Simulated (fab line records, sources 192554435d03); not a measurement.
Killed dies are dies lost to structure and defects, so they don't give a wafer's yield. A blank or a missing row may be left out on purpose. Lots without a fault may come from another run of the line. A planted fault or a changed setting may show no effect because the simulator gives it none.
Problem report in the 8D (eight disciplines) form, filled by code | flow n5_finfet | the parts of the form that need people (team, actions taken, sign-off) are left out

1. THE PROBLEM
barrier_field_endpoint_s at N5_BEOL_M6_CMP_52 reads a mean of 36.9 s on 6 wafers of 2 lots; wafers without a fault read 29.1 s with a standard deviation of 0.62. That is +13 standard deviations from the usual mean.
The step: polishes, stops on SiCOH lowk, t overpolish 6.9 s, target thk 80 nm.
First seen on wafer L919.2, day 11 15:16, on cmp-03. The record holds 30 wafers of 10 lots with a number at this step. Rule for "out", or "out of limits": more than 4 standard deviations from the usual mean. The other wafers with a number count as sound.

2. WHAT IT IS AND WHAT IT IS NOT
question                    | is                       | is not
which readings at this step | barrier_field_endpoint_s | edge_zone_pressure_frac, motor_current_A
which lots                  | L919, L922               | L913, L914, L918, L921, L930, L933, L935, L936
which wafers of those lots  | all that have a number   | -
read on which tools         | cmp-03                   | cmp-01, cmp-04
when                        | from day 11 15:16        | up to then (9 sound wafers); but 15 sound wafers of L921, L930, L933, L935, L936 came after

3. SUSPECTS, AND WHAT RULES EACH OUT
Counting: a tool at a process step up to the reading stays a suspect if it ran every lot that is out and no sound lot after the first of them.
- wet_bench-06 at N5_BEOL_M6_HM_STRIP_39 (strips TiN in peroxide tin strip, target depth 25 nm, time 158 s): ruled out as a lasting fault. Sound lots L921, L935 ran on it after its first lot that is out, L919 (day 11 12:15).
- cmp-03 at N5_BEOL_M6_CMP_52 (polishes, stops on SiCOH lowk, t overpolish 6.9 s, target thk 80 nm): ruled out as a lasting fault. Sound lots L921, L930 ran on it after its first lot that is out, L919 (day 11 15:16).
Left after counting: nothing in the record.

4. THE CAUSE (what the simulator had put in)
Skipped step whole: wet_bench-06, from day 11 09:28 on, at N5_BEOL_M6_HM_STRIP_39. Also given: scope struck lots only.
Counting ruled it out, wrongly: the rule takes a fault to strike every lot that its tool runs from its start on, and this one did not.

5. THE CHAIN OF EFFECTS, in route order
Each row: a reading whose mean over the struck wafers that have a number lies more than 3 standard deviations from the usual. Only readings for which the record gives a usual standard deviation are gone through. hours: the time from each lot's start at the first step in this table that gives one to its start at this step, as a median over the lots. sigmas: the change in usual standard deviations.
hours | step              | reading                  | usual  | on struck wafers | change | sigmas
0     | N5_BEOL_M6_CMP_52 | barrier_field_endpoint_s | 29.1 s | 36.9             | +7.8   | +13
The process steps in it:
- N5_BEOL_M6_CMP_52: polishes, stops on SiCOH lowk, t overpolish 6.9 s, target thk 80 nm.
Readings that are blank on the struck wafers while sound wafers have them: bath_guard_temp_C at N5_BEOL_M6_HM_STRIP_39; bath_heat_duty_pct at N5_BEOL_M6_HM_STRIP_39.

6. WHAT WOULD HAVE CAUGHT IT SOONER
In this record the first reading out of limits was taken at day 11 15:16, 6 hours after the fault began at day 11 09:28.
At N5_BEOL_M6_HM_STRIP_39 the tool's readings are blank on the struck wafers, where sound wafers have them: an empty tool record is the first sign, and it was there at once.
